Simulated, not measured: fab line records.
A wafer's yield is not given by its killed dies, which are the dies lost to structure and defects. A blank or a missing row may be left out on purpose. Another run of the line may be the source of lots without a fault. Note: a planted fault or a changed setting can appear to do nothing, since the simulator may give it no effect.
Split-lot experiment / flow n5 finfet / 21 wafers read across 7 lots, on a route 1938 steps long

== THE SPLIT ==
At N5_HKMG_FIN_ETCH_32 (etches SOC in N2/H2, target depth 240 nm, time 300 s), the setting source w was moved away from the recipe's 840 W on 7 of the 21 wafers read, by -16.5% to -4.6%. The other wafers ran this setting at the recipe's value.

Reading taken at the split's own step.

== THE READING ==
rf vpp V, in V, at N5_HKMG_FIN_ETCH_32 (etches SOC in N2/H2, target depth 240 nm, time 300 s). Fault-free wafers of this fab line usually give 524.6 V, standard deviation 3 V.

wafer=L074.2; tool, chamber at the split=rie diel-06, 2; source w as run, W=732.9; against the recipe=-12.8%; rf vpp V, V=543.6; against lot-mates on the recipe=+23.6
wafer=L074.3; tool, chamber at the split=rie diel-06, 0; source w as run, W=732.9; against the recipe=-12.8%; rf vpp V, V=543.1; against lot-mates on the recipe=+23.1
wafer=L074.5; tool, chamber at the split=rie diel-06, 0; source w as run, W=840; against the recipe=recipe; rf vpp V, V=520.0; against lot-mates on the recipe=-
wafer=L076.1; tool, chamber at the split=rie diel-06, 2; source w as run, W=840; against the recipe=recipe; rf vpp V, V=518.7; against lot-mates on the recipe=-
wafer=L076.4; tool, chamber at the split=rie diel-06, 0; source w as run, W=840; against the recipe=recipe; rf vpp V, V=518.7; against lot-mates on the recipe=-
wafer=L076.6; tool, chamber at the split=rie diel-06, 0; source w as run, W=840; against the recipe=recipe; rf vpp V, V=519.6; against lot-mates on the recipe=-
wafer=L077.1; tool, chamber at the split=rie diel-05, 1; source w as run, W=840; against the recipe=recipe; rf vpp V, V=522.5; against lot-mates on the recipe=-
wafer=L077.4; tool, chamber at the split=rie diel-05, 3; source w as run, W=701.2; against the recipe=-16.5%; rf vpp V, V=553.9; against lot-mates on the recipe=+29.7
wafer=L077.6; tool, chamber at the split=rie diel-05, 2; source w as run, W=840; against the recipe=recipe; rf vpp V, V=525.9; against lot-mates on the recipe=-
wafer=L081.3; tool, chamber at the split=rie diel-02, 3; source w as run, W=840; against the recipe=recipe; rf vpp V, V=528.8; against lot-mates on the recipe=-
wafer=L081.4; tool, chamber at the split=rie diel-02, 2; source w as run, W=840; against the recipe=recipe; rf vpp V, V=520.1; against lot-mates on the recipe=-
wafer=L081.5; tool, chamber at the split=rie diel-02, 1; source w as run, W=840; against the recipe=recipe; rf vpp V, V=521.8; against lot-mates on the recipe=-
wafer=L092.1; tool, chamber at the split=rie diel-05, 3; source w as run, W=801.6; against the recipe=-4.6%; rf vpp V, V=532.0; against lot-mates on the recipe=+4.0
wafer=L092.4; tool, chamber at the split=rie diel-05, 0; source w as run, W=840; against the recipe=recipe; rf vpp V, V=528.0; against lot-mates on the recipe=-
wafer=L092.6; tool, chamber at the split=rie diel-05, 0; source w as run, W=801.6; against the recipe=-4.6%; rf vpp V, V=535.5; against lot-mates on the recipe=+7.5
wafer=L094.2; tool, chamber at the split=rie diel-05, 2; source w as run, W=840; against the recipe=recipe; rf vpp V, V=526.6; against lot-mates on the recipe=-
wafer=L094.5; tool, chamber at the split=rie diel-05, 1; source w as run, W=706.2; against the recipe=-15.9%; rf vpp V, V=553.5; against lot-mates on the recipe=+26.9
wafer=L094.6; tool, chamber at the split=rie diel-05, 2; source w as run, W=706.2; against the recipe=-15.9%; rf vpp V, V=556.0; against lot-mates on the recipe=+29.4
wafer=L097.1; tool, chamber at the split=rie diel-06, 2; source w as run, W=840; against the recipe=recipe; rf vpp V, V=527.6; against lot-mates on the recipe=-
wafer=L097.3; tool, chamber at the split=rie diel-06, 3; source w as run, W=840; against the recipe=recipe; rf vpp V, V=522.2; against lot-mates on the recipe=-
wafer=L097.5; tool, chamber at the split=rie diel-06, 1; source w as run, W=840; against the recipe=recipe; rf vpp V, V=526.5; against lot-mates on the recipe=-

THE FIT
A straight line over all 21 wafers: rf vpp V changes by -1.83 V for each +1% of source w; r = -0.96; the points scatter about the line by 3.5 V.
The same after taking each lot's own level away (the mean of its wafers on the recipe; 21 wafers): -1.79 V for each +1%; r = -0.98; scatter 2.1 V.
The reading moves by 30 V for the largest change in source w, on that fit.
From 519.00 to 528.00 V: that is the span of the lots' own levels, equal to 3.0 times the standard deviation above.
So the lot-to-lot level changes the slope little: the two slopes agree.
Check: for one of the wafers moved furthest among these (-16.5%), held out of the fit, the line's prediction against its lot-mates is +29.2 V. It came out at +29.7 V against them.
Tool readings at the split's step, against how far the setting was moved: rf vpp V r = -0.96.

== OTHER SPLITS APPLIED TO THESE WAFERS ==
Before the reading, these wafers also passed through other splits. Each is held against what the fit with the lots' levels taken away leaves over:
other split on the same wafers=N5_SD_EPI_P_EXPOSE_06 dose mj; wafers away from the commonest value=2; r with rf vpp V (lot level and that fit taken away)=-0.17
other split on the same wafers=N5_SDB_EXPOSE_08 dose mj; wafers away from the commonest value=5; r with rf vpp V (lot level and that fit taken away)=-0.02
other split on the same wafers=N5_HKMG_FIN_DESCUM_17 time s; wafers away from the commonest value=10; r with rf vpp V (lot level and that fit taken away)=+0.20

== THE WHOLE CHAIN: every reading that the file lists as answering this split, in the file's order ==
step=N5_HKMG_FIN_ETCH_32; what it does=etches SOC in N2/H2, target depth 240 nm, time 300 s; reading=rf vpp V; change (the file's fit)=-1.78 V for each +1% of the setting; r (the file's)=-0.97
step=N5_HKMG_FIN_ETCH_32; what it does=etches SOC in N2/H2, target depth 240 nm, time 300 s; reading=HKMG_FIN.feature depth nm (the simulator's own value, which no gauge read); change (the file's fit)=+1.93 nm for each +1% of the setting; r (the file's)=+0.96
step=N5_HKMG_FIN_ETCH_32; what it does=etches SOC in N2/H2, target depth 240 nm, time 300 s; reading=etch.depth nm (the simulator's own value, which no gauge read); change (the file's fit)=+1.93 nm for each +1% of the setting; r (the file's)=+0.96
step=N5_HKMG_FIN_ETCH_32; what it does=etches SOC in N2/H2, target depth 240 nm, time 300 s; reading=SiARC_of_HKMG_FIN_COAT_30.thk nm (the simulator's own value, which no gauge read); change (the file's fit)=-0.0695 nm for each +1% of the setting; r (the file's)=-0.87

== FILE'S OWN FIT ==
rf vpp V changes by -1.78 V for each +1% of source w, r = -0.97.
